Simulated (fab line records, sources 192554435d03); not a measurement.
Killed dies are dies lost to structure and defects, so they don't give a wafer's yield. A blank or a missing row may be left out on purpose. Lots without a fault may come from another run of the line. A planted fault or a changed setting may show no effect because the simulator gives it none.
fab line records | flow n5_finfet
record lots=7 wafers=19 last_day=18
route steps=1938 shown BEOL_M13@1710 BEOL_M14@1716 PASSIVATION@1936
lots that met no fault: from a run of the same line without faults
start_h: hours from the record's first day to the start of the lot's first wafer shown | wait_h: hours since the lot's step before | " the same as in the row above | L1.1+2: a row that stands for several wafers | - no value, or no start given | * or withheld: withheld | < > ~ a bound
route shown NAME@n: a module of which the file shows steps, and the number in the route of the first | usual: mean/standard deviation of fault-free wafers | same: alike in all rows | chamber/n: place in a boat | sites: the reading at each site | _std_site: their standard deviation | _edge_site: outer sites' mean less inner sites' | radius_mm: how far each site lies from the wafer's centre | mask NAME#n: copy n | behind: the tool/chamber that last shaped the wafer | hold: why the lot was held/for how many hours/how that ended | device: the transistor (n, p or np) that didn't switch | end of line: the same wafers' tests at the end of the route | a step without rows: its recipe alone | killed: dies lost to structure and defects at the first sort, not the wafer's yield | map: a wafer's dies, x killed, . not, _ none there
set.NAME: the setting as run; set.NAME@STEP: as run at that earlier step | model.NAME: the simulator's own value behind a step, which no gauge read
lots at some steps of the route; a table a step, a row a wafer
services: from which hour (start_h, from the record's first day; less than 0 if before it) a tool's chamber was out of use, for how many hours, and why
## steps
# step N5_BEOL_M13_CMP_49
# recipe stop_on=SiOC t_overpolish_s=17.1 down_force_psi=1 platen_rpm=50 clearing_platen_down_force_psi=1.5 clearing_platen_rpm=50 post_cmp_clean=cu_alkaline target_thk_nm=420 clearing_platen_pad_velocity_m_s=0.99484 pad_velocity_m_s=0.99484
# usual barrier_field_endpoint_s=30.1/0.95 motor_current_A=5.8/0.64 overpolish_run_s=17.099/0.009
# columns lot.wafer tool chamber start_h wait_h barrier_field_endpoint_s motor_current_A overpolish_run_s
L253.4 cmp-02 2 249.21 0.1 29.5 5.8 17.096
L253.3 " 3 " " 31.1 5.7 17.101
L253.6 " 2 " " 29.3 5.7 17.109
L252.4 cmp-03 3 249.53 0.1 29.6 6.3 17.097
L252.1 " 0 " " 29.6 6.5 17.105
L252.2 " 1 " " 30.4 5.8 17.094
L259.2 cmp-01 0 296.25 0.2 29.4 4.5 17.108
L259.3 " 2 " " 29.1 6.1 17.106
L259.5 " 1 " " 30.3 6.8 17.100
L262.3 cmp-02 3 302.37 0.3 31.7 5.4 17.089
L262.6 " 0 " " 31.6 5.9 17.090
L265.3 cmp-02 2 339.07 0.3 29.3 6.1 17.100
L265.5 " 0 " " 29.7 6.0 17.093
L270.4 cmp-02 3 356.16 0.2 32.2 5.7 17.108
L270.5 " 1 " " 30.2 5.2 17.115
L270.6 " 2 " " 28.7 5.6 17.096
L274.3 cmp-01 3 395.32 0.2 29.5 5.3 17.100
L274.1 " 1 " " 30.7 7.3 17.103
L274.5 " 3 " " 29.1 5.1 17.104
# step N5_BEOL_M13_THK_MEAS_50
# recipe thk_meas_gauge=xrf reads=Cu_of_BEOL_M13_ECD_47
# usual M13_THK=413/6.8
# columns lot.wafer tool chamber start_h wait_h M13_THK[nm]
L253.3 film_metro-01 - 249.51 - 418
L253.4 " - " " 410
L253.6 " - " " 415
L252.1 film_metro-01 - 249.82 - 412
L252.2 " - " " 418
L252.4 " - " " 412
L259.2 film_metro-02 - 296.55 - 423
L259.3 " - " " 406
L259.5 " - " " 425
L262.3 film_metro-01 - 302.55 - 422
L262.6 " - " " 422
L265.3 film_metro-01 - 339.25 - 424
L265.5 " - " " 417
L270.4 film_metro-01 - 356.38 - 413
L270.5 " - " " 407
L270.6 " - " " 410
L274.1 film_metro-01 - 395.62 - 414
L274.3 " - " " 417
L274.5 " - " " 415
# step N5_BEOL_M13_PRE_CLEAN_52
# recipe gas=NH3 time_s=15 temp_c=withheld rf_power_w=300
# step N5_BEOL_M13_DEP_53
# recipe material=SiCN target_thk_a=500 temp_c=withheld precursor=3MS/NH3 pressure_torr=3 rf_w=675 time_s=17.8
# usual showerhead_plenum_p_Torr=4.153/0.022 throttle_valve_pct=17.6/1.1
# columns lot.wafer tool chamber start_h wait_h showerhead_plenum_p_Torr throttle_valve_pct
L253.3 pecvd-02 0 249.57 0.0 4.158 19.0
L253.4 " 2 " " 4.208 17.3
L253.6 " 1 " " 4.158 19.0
L252.1 pecvd-01 2 249.89 0.0 4.134 17.7
L252.2 " 0 " " 4.169 17.5
L252.4 " 0 " " 4.174 17.5
L259.2 pecvd-01 0 296.61 0.0 4.159 17.7
L259.3 " 2 " " 4.163 17.7
L259.5 " 1 " " 4.155 17.9
L262.3 pecvd-03 0 302.64 0.0 4.125 18.1
L262.6 " 0 " " 4.129 18.1
L265.3 pecvd-01 1 339.31 0.0 4.166 17.8
L265.5 " 1 " " 4.155 18.1
L270.4 pecvd-03 0 356.47 0.0 4.126 17.8
L270.5 " 2 " " 4.153 15.9
L270.6 " 0 " " 4.133 18.3
L274.1 pecvd-03 0 395.69 0.0 4.141 18.2
L274.3 " 0 " " 4.136 18.2
L274.5 " 2 " " 4.148 16.1
# step N5_BEOL_M13_RS_MEAS_54
# recipe thk_meas_gauge=four-point-probe reads=Cu_of_BEOL_M13_ECD_47+Ta_of_BEOL_M13_SPUTTER_44+TaN_of_BEOL_M13_SPUTTER_43
# usual M13_RS=0.0458/0.00072
# columns lot.wafer tool chamber start_h wait_h M13_RS[ohm/sq]
L253.3 film_metro-01 - 249.64 0.1 0.0453
L253.4 " - " " 0.0460
L253.6 " - " " 0.0456
L252.1 film_metro-01 - 249.95 0.0 0.0459
L252.2 " - " " 0.0453
L252.4 " - " " 0.0459
L259.2 film_metro-02 - 296.67 0.1 0.0442
L259.3 " - " " 0.0462
L259.5 " - " " 0.0441
L262.3 film_metro-01 - 302.71 0.1 0.0449
L262.6 " - " " 0.0450
L265.3 film_metro-01 - 339.38 0.1 0.0447
L265.5 " - " " 0.0455
L270.4 film_metro-01 - 356.54 0.1 0.0458
L270.5 " - " " 0.0468
L270.6 " - " " 0.0458
L274.1 film_metro-02 - 395.78 0.1 0.0459
L274.3 " - " " 0.0453
L274.5 " - " " 0.0457
# step N5_BEOL_M13_INSPECT_55
# recipe inspect_instrument=darkfield mode=post_dep
# usual raw_defect_count=68/22
# columns lot.wafer tool chamber start_h wait_h raw_defect_count
L253.3 defect_inspect-02 - 249.66 0.0 71
L253.4 " - " " 59
L253.6 " - " " 68
L252.1 defect_inspect-01 - 249.98 0.0 93
L252.2 " - " " 43
L252.4 " - " " 84
L259.2 defect_inspect-01 - 296.70 0.0 68
L259.3 " - " " 53
L259.5 " - " " 56
L262.3 defect_inspect-02 - 302.74 0.0 66
L262.6 " - " " 60
L265.3 defect_inspect-02 - 339.42 0.0 83
L265.5 " - " " 77
L270.4 defect_inspect-02 - 356.57 0.0 59
L270.5 " - " " 87
L270.6 " - " " 49
L274.1 defect_inspect-01 - 395.80 0.0 68
L274.3 " - " " 68
L274.5 " - " " 60
# step N5_BEOL_M14_ILD_DEP_00
# recipe material=SiO2 target_thk_a=11193 temp_c=400 precursor=TEOS/O2 pressure_torr=6.5 rf_w=900 teos_flow_sccm=161.4 gas=O2 flow_sccm=2650 time_s=237.4
# usual heater_power_w=559/160 showerhead_plenum_p_Torr=8.37/0.054 throttle_valve_pct=18.5/1.6
# columns lot.wafer tool chamber start_h wait_h heater_power_w showerhead_plenum_p_Torr throttle_valve_pct
L253.3 pecvd-04 2 249.70 0.0 763 8.35 17.2
L253.4 " 0 " " 514 8.36 22.3
L253.6 " 2 " " 616 8.34 17.1
L252.1 pecvd-02 0 250.02 0.0 329 8.33 19.5
L252.2 " 1 " " 751 8.34 19.5
L252.4 " 2 " " 678 8.43 18.0
L259.2 pecvd-02 2 296.74 0.0 727 8.43 18.0
L259.3 " 0 " " 297 8.33 19.8
L259.5 " 2 " " 576 8.40 17.9
L262.3 pecvd-04 0 302.77 0.0 477 8.36 22.0
L262.6 " 2 " " 619 8.34 17.2
L265.3 pecvd-02 2 339.45 0.0 619 8.41 17.9
L265.5 " 2 " " 693 8.43 18.2
L270.4 pecvd-02 1 356.68 0.1 660 8.34 19.6
L270.5 " 0 " " 364 8.34 19.7
L270.6 " 2 " " 556 8.41 18.1
L274.1 pecvd-02 1 395.84 0.0 776 8.33 19.8
L274.3 " 0 " " 303 8.35 19.6
L274.5 " 0 " " 336 8.37 19.6
# step N5_BEOL_M14_THK_MEAS_01
# recipe reads=SiO2_of_BEOL_M14_ILD_DEP_00
# usual M14_ILD_THK=1115/15
# columns lot.wafer tool chamber start_h wait_h M14_ILD_THK[nm]
L253.3 film_metro-01 - 249.89 0.1 1089
L253.4 " - " " 1108
L253.6 " - " " 1087
L252.1 film_metro-01 - 250.20 0.1 1115
L252.2 " - " " 1128
L252.4 " - " " 1126
L259.2 film_metro-02 - 296.93 0.1 1113
L259.3 " - " " 1108
L259.5 " - " " 1138
L262.3 film_metro-02 - 302.96 0.1 1115
L262.6 " - " " 1128
L265.3 film_metro-02 - 339.64 0.1 1130
L265.5 " - " " 1133
L270.4 film_metro-01 - 356.79 0.0 1123
L270.5 " - " " 1141
L270.6 " - " " 1124
L274.1 film_metro-01 - 396.03 0.1 1091
L274.3 " - " " 1104
L274.5 " - " " 1119
# step N5_BEOL_M14_COAT_58
# recipe resist=BARC temp_c=205 time_s=60 spin_rpm=1500 resist_thk_nm=89
# step N5_BEOL_M14_COAT_04
# recipe spin_rpm=1704 resist_thk_nm=800
# step N5_BEOL_M14_EBR_06
# recipe solvent=PGMEA ebr_width_mm=1.5
# step N5_BEOL_M14_SOFTBAKE_05
# recipe temp_c=130 time_s=60
# step N5_BEOL_M14_EXPOSE_07
# recipe mask_id=V13 na=0.8 source_shape=annular sigma_inner=0.5 sigma_outer=0.8 polarization=unpolarized attpsm_phase_deg=180 dose_mj=57
# usual stage_vel_mm_s=500.03/0.26
# columns lot.wafer tool chamber start_h wait_h mask stage_vel_mm_s
L253.3 krf_scanner-02 0 250.16 - V13#0 500.27
L253.4 " 0 " " V13#0 499.81
L253.6 " 0 " " V13#0 500.25
L252.1 krf_scanner-01 0 250.46 - V13#0 499.67
L252.2 " 0 " " V13#0 500.07
L252.4 " 0 " " V13#0 500.05
L259.2 krf_scanner-01 0 297.06 - V13#0 500.13
L259.3 " 0 " " V13#0 499.87
L259.5 " 0 " " V13#0 500.46
L262.3 krf_scanner-01 0 303.11 - V13#0 500.36
L262.6 " 0 " " V13#0 500.44
L265.3 krf_scanner-01 0 339.91 - V13#0 500.03
L265.5 " 0 " " V13#0 499.87
L270.4 krf_scanner-02 0 357.07 - V13#0 499.85
L270.5 " 0 " " V13#0 500.38
L270.6 " 0 " " V13#0 499.87
L274.1 krf_scanner-02 0 396.28 - V13#0 500.20
L274.3 " 0 " " V13#0 500.32
L274.5 " 0 " " V13#0 499.92
# step N5_BEOL_M14_PEB_08
# recipe peb_temp_c=130 peb_time_s=90
# step N5_BEOL_M14_DEVELOP_09
# recipe develop_time_s=45 rinse_liquid=diw dry=air_spin dev_temp_c=21
# step N5_BEOL_M14_HARDBAKE_14
# recipe temp_c=130 time_s=120
# step N5_BEOL_M14_CD_MEAS_10
# recipe target_cd_nm=250 landing_energy_ev=500 detector=se_inlens polarity=opening
# usual cd_nm=250.3/2
# columns lot.wafer tool chamber start_h wait_h cd_nm
L253.3 cd_sem-03 0 250.32 - 251.3
L253.4 " 0 " " 251.1
L253.6 " 0 " " 253.2
L252.1 cd_sem-01 0 250.64 - 245.0
L252.2 " 0 " " 251.2
L252.4 " 0 " " 253.3
L259.2 cd_sem-02 0 297.23 - 251.5
L259.3 " 0 " " 242.4
L259.5 " 0 " " 252.0
L262.3 cd_sem-01 0 303.27 - 240.9
L262.6 " 0 " " 240.7
L265.3 cd_sem-02 0 340.08 - 241.1
L265.5 " 0 " " 248.5
L270.4 cd_sem-01 0 357.23 - 250.3
L270.5 " 0 " " 252.4
L270.6 " 0 " " 248.9
L274.1 cd_sem-01 0 396.46 - 251.8
L274.3 " 0 " " 248.9
L274.5 " 0 " " 250.6
# step N5_BEOL_M14_OVL_MEAS_11
# recipe points_per_wafer=44
# usual V13_OVL=-2/4.4
# columns lot.wafer tool chamber start_h wait_h V13_OVL[nm]
L253.3 overlay-01 0 250.35 0.0 0
L253.4 " 0 " " 3
L253.6 " 0 " " 4
L252.1 overlay-02 0 250.67 0.0 -6
L252.2 " 0 " " 5
L252.4 " 0 " " -2
L259.2 overlay-01 0 297.26 0.0 -5
L259.3 " 0 " " -3
L259.5 " 0 " " -4
L262.3 overlay-02 0 303.30 0.0 2
L262.6 " 0 " " -5
L265.3 overlay-02 0 340.11 0.0 0
L265.5 " 0 " " -8
L270.4 overlay-01 0 357.26 0.0 -1
L270.5 " 0 " " -6
L270.6 " 0 " " -4
L274.1 overlay-02 0 396.49 0.0 -6
L274.3 " 0 " " -5
L274.5 " 0 " " -5
# step N5_PASSIVATION_PROBE_49
# usual defect_limited_yield=91.7/1.4 killed_at_M0_to_M3=32/9.7 killed_at_M4_up=14/5.5 killed_at_contacts=13/6.1 killed_at_front_end=35/10 killed_at_other=4.2/2.9 killed_dies=98/17 killed_open=63/12 killed_short=32/7.7 sort_bin_5_function=4.8/0.9 sort_bin_6_memory=3.1/0.63 sort_n_pass=1073/41 sort_yield_pct=91/3.5
# same gross_dies=1180 killed_at_back_side=0 sort_bin_4_leakage[%]=0 sort_bin_8_speed[%]=0
# columns lot.wafer tool chamber start_h wait_h defect_limited_yield[%] killed_at_M0_to_M3 killed_at_M4_up killed_at_contacts killed_at_front_end killed_at_other killed_dies killed_open killed_short sort_bin_5_function[%] sort_bin_6_memory[%] sort_n_pass sort_yield_pct[%]
L253.3 prober-02 - 276.39 0.1 92.7 20 17 7 33 9 86 55 31 4.2 3.0 1094 93
L253.4 prober-02 - 276.44 0.2 92.0 26 13 8 43 4 94 61 29 4.3 3.3 1086 92
L253.6 prober-02 - 276.54 0.3 90.3 39 15 18 36 7 115 72 41 6.1 3.5 1065 90
L252.1 prober-02 - 279.08 0.0 90.6 31 11 18 46 5 111 72 36 4.7 4.4 1069 91
L252.2 prober-02 - 279.13 0.1 91.4 32 7 23 36 3 101 67 32 5.3 3.1 1079 91
L252.4 prober-02 - 279.23 0.2 91.1 28 10 12 54 1 105 69 26 4.9 3.1 1075 91
L259.2 prober-02 - 324.16 0.1 91.0 25 13 31 29 8 106 62 43 5.5 3.1 1071 91
L259.3 prober-02 - 324.21 0.1 93.3 21 13 17 26 2 79 57 21 4.3 2.2 1101 93
L259.5 prober-02 - 324.31 0.2 93.9 20 10 16 25 1 72 45 25 3.3 2.5 1108 94
L262.3 prober-02 - 331.96 0.1 90.3 56 14 9 33 2 114 85 28 5.8 3.7 1066 90
L262.6 prober-02 - 332.11 0.3 92.6 32 8 17 24 6 87 61 24 4.6 2.6 1093 93
L265.3 prober-02 - 373.72 0.1 92.6 39 20 6 18 4 87 68 19 4.4 2.7 1093 93
L265.5 prober-02 - 373.82 0.2 91.4 35 20 12 32 2 101 67 29 5.4 2.8 1079 91
L270.4 prober-02 - 383.18 0.2 95.2 21 10 7 18 1 57 38 16 3.1 1.4 1123 95
L270.5 prober-02 - 383.23 0.2 91.7 29 11 4 49 5 98 55 42 5.2 2.6 1082 92
L270.6 prober-02 - 383.28 0.3 91.9 23 11 24 35 3 96 60 36 4.8 3.1 1084 92
L274.1 prober-02 - 427.44 0.0 93.1 20 10 5 42 5 82 52 25 4.2 2.5 1098 93
L274.3 prober-02 - 427.54 0.1 90.8 29 23 2 47 8 109 58 39 4.2 3.7 1071 91
L274.5 prober-02 - 427.64 0.2 90.8 26 15 9 56 3 109 68 35 4.9 3.8 1071 91
# killed by level:class
L253.3 BEOL_M4:geometric_particle:open=10 DUMMY_GATE:geometric_particle:open=6 BEOL_M3:geometric_particle:open=6 STI_FIN_REVEAL:geometric_particle:open=5 MOL_CONTACT_COAG:geometric_particle:open=5 MIM_TOP_ETCH:geometric_particle:short=5 DUMMY_GATE:geometric_particle:short=4 BEOL_M0_SAQP:geometric_particle:short=4
L253.4 STI_FIN_REVEAL:geometric_particle:open=14 BEOL_M4:geometric_particle:open=8 GATE_CUT:geometric_particle:short=7 MOL_CONTACT_COAG:geometric_particle:open=7 BEOL_M0_SAQP:geometric_particle:short=5 BEOL_M0_SAQP:geometric_particle:open=5 FIN_SAQP:geometric_particle:open=4 BEOL_M3:geometric_particle:open=4
L253.6 MOL_CONTACT_COAG:geometric_particle:open=15 FIN_SAQP:geometric_particle:short=14 BEOL_M0_SAQP:geometric_particle:open=9 BEOL_M1:geometric_particle:open=9 FIN_SAQP:geometric_particle:open=6 STI_FIN_REVEAL:geometric_particle:open=6 BEOL_M0_SAQP:geometric_particle:short=6 BEOL_M3:geometric_particle:open=6
L252.1 MOL_CONTACT_COAG:geometric_particle:open=15 STI_FIN_REVEAL:geometric_particle:open=14 BEOL_M0_SAQP:geometric_particle:short=11 BEOL_M3:geometric_particle:open=11 GATE_CUT:geometric_particle:short=7 GATE_CUT:geometric_particle:open=5 BEOL_M4:geometric_particle:open=5 DUMMY_GATE:geometric_particle:open=4
L252.2 MOL_CONTACT_COAG:geometric_particle:open=18 BEOL_M0_SAQP:geometric_particle:open=10 STI_FIN_REVEAL:geometric_particle:open=9 FIN_SAQP:geometric_particle:short=8 BEOL_M0_SAQP:geometric_particle:short=8 BEOL_M3:geometric_particle:open=7 FIN_SAQP:geometric_particle:open=6 MOL_CONTACT_COAG:geometric_particle:short=5
L252.4 STI_FIN_REVEAL:geometric_particle:open=12 MOL_CONTACT_COAG:geometric_particle:open=12 FIN_SAQP:geometric_particle:open=11 HKMG_FIN:area_etch=8 BEOL_M0_SAQP:geometric_particle:open=7 BEOL_M0_SAQP:geometric_particle:short=7 BEOL_M3:geometric_particle:open=7 FIN_SAQP:geometric_particle:short=5
L259.2 MOL_CONTACT_COAG:geometric_particle:open=25 FIN_SAQP:geometric_particle:short=11 BEOL_M0_SAQP:geometric_particle:short=8 GATE_CUT:geometric_particle:open=6 MOL_CONTACT_COAG:geometric_particle:short=6 BEOL_M2:geometric_particle:open=6 GATE_CUT:geometric_particle:short=5 MIM_TOP_ETCH:geometric_particle:short=5
L259.3 MOL_CONTACT_COAG:geometric_particle:open=13 FIN_SAQP:geometric_particle:open=8 BEOL_M2:geometric_particle:open=7 BEOL_M4:geometric_particle:open=6 STI_FIN_REVEAL:geometric_particle:open=5 FIN_SAQP:geometric_particle:short=4 BEOL_M0_SAQP:geometric_particle:open=4 STI_FIN_REVEAL:geometric_particle:short=3
L259.5 MOL_CONTACT_COAG:geometric_particle:open=15 BEOL_M2:geometric_particle:open=8 GATE_CUT:geometric_particle:short=7 STI_FIN_REVEAL:geometric_particle:open=6 BEOL_M0_SAQP:geometric_particle:short=5 BEOL_M5:geometric_particle:open=5 FIN_SAQP:geometric_particle:short=4 BEOL_M4:geometric_particle:open=3
L262.3 BEOL_M1:geometric_particle:open=11 BEOL_M2:geometric_particle:open=11 STI_FIN_REVEAL:geometric_particle:open=10 BEOL_M0_SAQP:geometric_particle:open=10 BEOL_M0_SAQP:geometric_particle:short=9 BEOL_M3:geometric_particle:open=9 MOL_CONTACT_COAG:geometric_particle:open=7 FIN_SAQP:geometric_particle:open=6
L262.6 MOL_CONTACT_COAG:geometric_particle:open=14 BEOL_M2:geometric_particle:open=13 BEOL_M3:geometric_particle:open=8 STI_FIN_REVEAL:geometric_particle:open=5 FIN_SAQP:geometric_particle:open=4 BEOL_M0_SAQP:geometric_particle:short=4 STARTING-WAFER:geometric_particle:short=4 MOL_CONTACT_COAG:geometric_particle:short=3
L265.3 BEOL_M4:geometric_particle:open=12 BEOL_M1:geometric_particle:open=11 BEOL_M3:geometric_particle:open=9 BEOL_M0_SAQP:geometric_particle:open=7 MOL_CONTACT_COAG:geometric_particle:open=6 BEOL_M3:geometric_particle:short=6 STI_FIN_REVEAL:geometric_particle:open=4 DUMMY_GATE:geometric_particle:open=3
L265.5 BEOL_M3:geometric_particle:open=12 MOL_CONTACT_COAG:geometric_particle:open=12 BEOL_M3:geometric_particle:short=10 BEOL_M4:geometric_particle:open=9 FIN_SAQP:geometric_particle:short=6 FIN_SAQP:geometric_particle:open=6 STI_FIN_REVEAL:geometric_particle:open=4 BEOL_M1:geometric_particle:open=4
L270.4 BEOL_M0_SAQP:geometric_particle:open=6 FIN_SAQP:geometric_particle:open=5 MOL_CONTACT_COAG:geometric_particle:open=5 BEOL_M0_SAQP:geometric_particle:short=4 BEOL_M3:geometric_particle:open=4 BEOL_M4:geometric_particle:open=4 FIN_SAQP:geometric_particle:short=3 BEOL_M0:geometric_particle:open=3
L270.5 BEOL_M0_SAQP:geometric_particle:short=11 BEOL_M0_SAQP:geometric_particle:open=10 FIN_SAQP:geometric_particle:short=9 FIN_SAQP:geometric_particle:open=8 STI_FIN_REVEAL:geometric_particle:open=8 STARTING-WAFER:geometric_particle:short=5 DUMMY_GATE:geometric_particle:open=4 STI_FIN_REVEAL:geometric_particle:short=4
L270.6 MOL_CONTACT_COAG:geometric_particle:open=17 BEOL_M0_SAQP:geometric_particle:short=10 FIN_SAQP:geometric_particle:open=8 FIN_SAQP:geometric_particle:short=7 MOL_CONTACT_COAG:geometric_particle:short=7 BEOL_M0_SAQP:geometric_particle:open=5 BEOL_M4:geometric_particle:open=5 STI_FIN_REVEAL:geometric_particle:open=4
L274.1 FIN_SAQP:geometric_particle:open=15 FIN_SAQP:geometric_particle:short=12 BEOL_M3:geometric_particle:open=6 MOL_CONTACT_COAG:geometric_particle:open=4 BEOL_M0_SAQP:geometric_particle:open=4 BEOL_M1:geometric_particle:open=4 DUMMY_GATE:geometric_particle:open=3 GATE_CUT:geometric_particle:short=3
L274.3 STI_FIN_REVEAL:geometric_particle:open=10 FIN_SAQP:geometric_particle:open=9 FIN_SAQP:geometric_particle:short=8 HKMG_FIN:area_etch=8 BEOL_M0_SAQP:geometric_particle:short=7 DUMMY_GATE:geometric_particle:open=6 BEOL_M5:geometric_particle:open=6 BEOL_M0_SAQP:geometric_particle:open=5
L274.5 FIN_SAQP:geometric_particle:short=17 FIN_SAQP:geometric_particle:open=16 BEOL_M3:geometric_particle:open=10 BEOL_M4:geometric_particle:open=9 MOL_CONTACT_COAG:geometric_particle:open=6 DUMMY_GATE:geometric_particle:open=5 BEOL_M0_SAQP:geometric_particle:short=5 BEOL_M0_SAQP:geometric_particle:open=5
## services
# columns tool chamber start_h hours kind
krf_scanner-01 - 237.38 0.8 pm
cmp-01 - 237.81 2.7 repair
pecvd-02 - 241.03 1.7 repair
cmp-03 - 243.64 0.5 repair
krf_scanner-02 - 246.91 1.2 repair
krf_scanner-02 - 257.88 1.0 pm
pecvd-03 1 260.96 144.4 repair
pecvd-02 0 265.03 22.1 repair
pecvd-02 - 265.85 0.7 repair
cmp-02 - 266.15 4.0 pm
cmp-01 - 270.15 5.2 pm
pecvd-04 - 280.33 0.9 repair
pecvd-02 - 285.58 0.6 repair
krf_scanner-01 - 286.57 1.0 pm
cmp-01 - 302.36 1.8 repair
krf_scanner-02 - 311.48 1.3 pm
krf_scanner-01 - 315.09 1.3 pm
cmp-01 - 324.92 4.0 pm
krf_scanner-01 - 340.84 7.2 pm
cmp-02 - 341.46 1.3 repair
cmp-03 - 352.26 3.0 repair
krf_scanner-02 - 364.95 0.3 repair
cmp-02 - 374.92 0.7 repair
krf_scanner-02 - 380.41 0.8 pm
## key
first_sign step=N5_BEOL_M14_CD_MEAS_10 reading=cd_nm direction=down sigmas=4.6 usual=250.3 struck=241.3
effect none on later readings
met_at N5_BEOL_M14_EXPOSE_07
struck_wafers L259.3,L262.3,L262.6,L265.3
onset_between 250.46 297.06
fault kind=process_parameter_drift tool=krf_scanner-01 chamber=- onset_h=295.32 steps=N5_BEOL_M14_EXPOSE_07 channel=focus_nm offset=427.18 shape=step end_h=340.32 scope=struck_wafers_only
